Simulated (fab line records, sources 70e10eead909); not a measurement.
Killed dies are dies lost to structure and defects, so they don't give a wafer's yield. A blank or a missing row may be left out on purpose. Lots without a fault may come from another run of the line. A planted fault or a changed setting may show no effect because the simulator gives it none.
Which tool did it? | flow nand_harc | 13 lots, 39 wafers sampled, at 6 steps of a route of 1302

WHAT THE GAUGES READ, wafer by wafer
NHARC_A_CHANNEL_FILL_D1_INSPECT_13.
lot  | measured     | on                | raw_defect_count
L403 | day 10 22:37 | defect_inspect-01 | 204 306 382
L404 | day 10 22:38 | defect_inspect-02 | 248 321 231
L405 | day 11 13:44 | defect_inspect-02 | 291 343 479
L406 | day 12 09:02 | defect_inspect-02 | 470 386 340
L411 | day 14 04:44 | defect_inspect-02 | 180 272 293
L412 | day 14 15:55 | defect_inspect-01 | 221 382 369
L413 | day 14 15:55 | defect_inspect-02 | 317 484 299
L418 | day 17 03:34 | defect_inspect-02 | 563 398 390
L419 | day 17 13:00 | defect_inspect-02 | 778 549 378
L420 | day 18 12:08 | defect_inspect-01 | 278 336 250
L422 | day 19 03:21 | defect_inspect-02 | 218 299 332
L424 | day 19 17:08 | defect_inspect-01 | 351 286 309
L425 | day 19 17:05 | defect_inspect-01 | 685 449 369

NHARC_A_ONON_D2_THK_MEAS_02: measures by ellipsometry.
lot  | measured     | on            | thk_nm (nm)
L403 | day 12 11:26 | film_metro-02 | 1012 1013 1012
L404 | day 12 11:05 | film_metro-02 | 1003 1004 1005
L405 | day 13 07:31 | film_metro-01 | 985 987 986
L406 | day 13 19:14 | film_metro-01 | 1007 1007 1005
L411 | day 15 19:38 | film_metro-01 | 366 365 366
L412 | day 16 01:53 | film_metro-01 | 379 382 379
L413 | day 16 01:53 | film_metro-02 | 1001 1000 999
L418 | day 18 23:52 | film_metro-01 | 1008 1011 1012
L419 | day 19 06:22 | film_metro-01 | 1007 1007 1006
L420 | day 20 02:01 | film_metro-01 | 1001 1000 999
L422 | day 20 13:28 | film_metro-01 | 1002 1003 1001
L424 | day 21 02:02 | film_metro-02 | 1011 1011 1009
L425 | day 21 01:55 | film_metro-01 | 992 990 991

NHARC_END_SORT_01.
lot  | measured     | on        | killed_at_array | killed_at_other | killed_at_periphery | killed_dies | killed_open | killed_short
L411 | day 27 15:32 | prober-02 | 672 668 675     | 0 1 0           | 5 8 2               | 677 677 677 | 5 4 2       | 0 5 0
L412 | day 28 03:53 | prober-01 | 670 672 671     | 3 3 4           | 4 2 2               | 677 677 677 | 5 2 4       | 3 1 0

WHICH TOOL RAN EACH LOT (tool, then ch and the chambers of the sampled wafers, then the start)
lot  | NHARC_A_CHANNEL_FILL_D1_ALD_03                 | NHARC_A_DECK1_JOINT_CMP_13    | NHARC_A_ONON_D2_DEP_00
L403 | ald_sin_batch-02 ch 0, day 10 22:37 or earlier | cmp-04 ch 1,2,3, day 11 09:05 | pecvd_onon-02 ch 0, day 12 10:59
L404 | ald_sin_batch-02 ch 0, day 10 22:38 or earlier | cmp-02 ch 0,2,3, day 11 09:07 | pecvd_onon-02 ch 0, day 12 10:38
L405 | ald_sin_batch-03 ch 0, day 11 13:44 or earlier | cmp-04 ch 0,3, day 12 00:05   | pecvd_onon-02 ch 0, day 13 07:04
L406 | ald_sin_batch-01 ch 0, day 12 09:02 or earlier | cmp-03 ch 0,1,2, day 12 19:22 | pecvd_onon-04 ch 0, day 13 18:48
L411 | ald_sin_batch-01 ch 0, day 14 04:44 or earlier | cmp-02 ch 0,1, day 14 15:07   | pecvd_onon-04 ch 0, day 15 19:11
L412 | ald_sin_batch-03 ch 0, day 14 15:55 or earlier | cmp-04 ch 0,1,2, day 15 02:13 | pecvd_onon-04 ch 0, day 16 01:23
L413 | ald_sin_batch-03 ch 0, day 14 15:55 or earlier | cmp-03 ch 0,1,2, day 15 02:14 | pecvd_onon-02 ch 0, day 16 01:22
L418 | ald_sin_batch-01 ch 0, day 17 03:34 or earlier | cmp-04 ch 0,1, day 17 13:55   | pecvd_onon-02 ch 0, day 18 23:32
L419 | ald_sin_batch-01 ch 0, day 17 13:00 or earlier | cmp-03 ch 0,1,2, day 17 23:24 | pecvd_onon-02 ch 0, day 19 05:58
L420 | ald_sin_batch-01 ch 0, day 18 12:08 or earlier | cmp-03 ch 1,2,3, day 18 22:22 | pecvd_onon-04 ch 0, day 20 01:37
L422 | ald_sin_batch-01 ch 0, day 19 03:21 or earlier | cmp-04 ch 0,1,2, day 19 13:42 | pecvd_onon-04 ch 0, day 20 13:00
L424 | ald_sin_batch-02 ch 0, day 19 17:08 or earlier | cmp-04 ch 1,2,3, day 20 03:21 | pecvd_onon-04 ch 0, day 21 01:34
L425 | ald_sin_batch-02 ch 0, day 19 17:05 or earlier | cmp-04 ch 2,3, day 20 03:28   | pecvd_onon-03 ch 0, day 21 01:32
- NHARC_A_CHANNEL_FILL_D1_ALD_03: deposits SiNx, target thk 6 nm, pulse time 60 s, ald cycles 58.
- NHARC_A_DECK1_JOINT_CMP_13: polishes, target thk 51.023 nm.
- NHARC_A_ONON_D2_DEP_00: target thk 1000 nm.

WHAT THE TOOLS THEMSELVES READ (means of the sampled wafers that have a number; where no wafer has one, the mark that the record gives instead)
NHARC_A_CHANNEL_FILL_D1_ALD_03.
lot  | tool             | precursor_pulse_height_rel
L403 | ald_sin_batch-02 | 1.017
L404 | ald_sin_batch-02 | 0.969
L405 | ald_sin_batch-03 | 0.984
L406 | ald_sin_batch-01 | 0.982
L411 | ald_sin_batch-01 | 1.014
L412 | ald_sin_batch-03 | 1.002
L413 | ald_sin_batch-03 | 1.008
L418 | ald_sin_batch-01 | 0.997
L419 | ald_sin_batch-01 | 0.996
L420 | ald_sin_batch-01 | 0.997
L422 | ald_sin_batch-01 | 0.975
L424 | ald_sin_batch-02 | 0.989
L425 | ald_sin_batch-02 | 0.988

NHARC_A_DECK1_JOINT_CMP_13.
lot  | tool   | motor_current_A (A) | time_to_endpoint_s (s)
L403 | cmp-04 | 12.1                | 9.1
L404 | cmp-02 | 13.9                | 8.4
L405 | cmp-04 | 10.8                | 8.4
L406 | cmp-03 | 13.1                | 8.6
L411 | cmp-02 | 12.4                | 8.1
L412 | cmp-04 | 11.5                | 11.2
L413 | cmp-03 | 13.3                | 10.2
L418 | cmp-04 | 12.7                | 10.7
L419 | cmp-03 | 13.0                | 7.9
L420 | cmp-03 | 13.3                | 10.9
L422 | cmp-04 | 11.7                | 11.5
L424 | cmp-04 | 12.0                | 13.5
L425 | cmp-04 | 11.8                | 11.7

THE ANSWER, worked out from the rows above alone
Rule: what is usual is taken from the lots themselves. Put in order of their means at a reading, lots are off if they are a third of the lots or fewer, leave a main group of 4 or more, and stand apart from it by a gap of 3 or more times the standard deviation of the main group's means; of several such gaps the widest counts. A main group whose means are all the same, to the digits that the tables above print for the reading, isn't used. A lot without any number at a reading at which 4 lots or more have one is off too. The other lots that the step has rows for count as sound. The gauges are gone through in route order, then the tools' own readings, and for those a lot's mean is taken as printed above. The first step at which some lot is off is used, and at that step the reading that is off furthest; a lot without a number counts as furthest.
Off: L411, L412, at NHARC_A_ONON_D2_THK_MEAS_02 (thk_nm). The main group: mean 1003 nm, standard deviation 7.8.
A tool fits if, at a process step before that reading, it ran every lot that is off, and no sound lot after the first of them. The gauges at NHARC_A_ONON_D2_THK_MEAS_02 are tried like those tools. NHARC_A_CHANNEL_FILL_D1_ALD_03 gives no start for some lots, so the hours and the order of its lots are those of NHARC_A_CHANNEL_FILL_D1_INSPECT_13. None of those tried fits.

WHAT THE SIMULATOR HAD PUT IN
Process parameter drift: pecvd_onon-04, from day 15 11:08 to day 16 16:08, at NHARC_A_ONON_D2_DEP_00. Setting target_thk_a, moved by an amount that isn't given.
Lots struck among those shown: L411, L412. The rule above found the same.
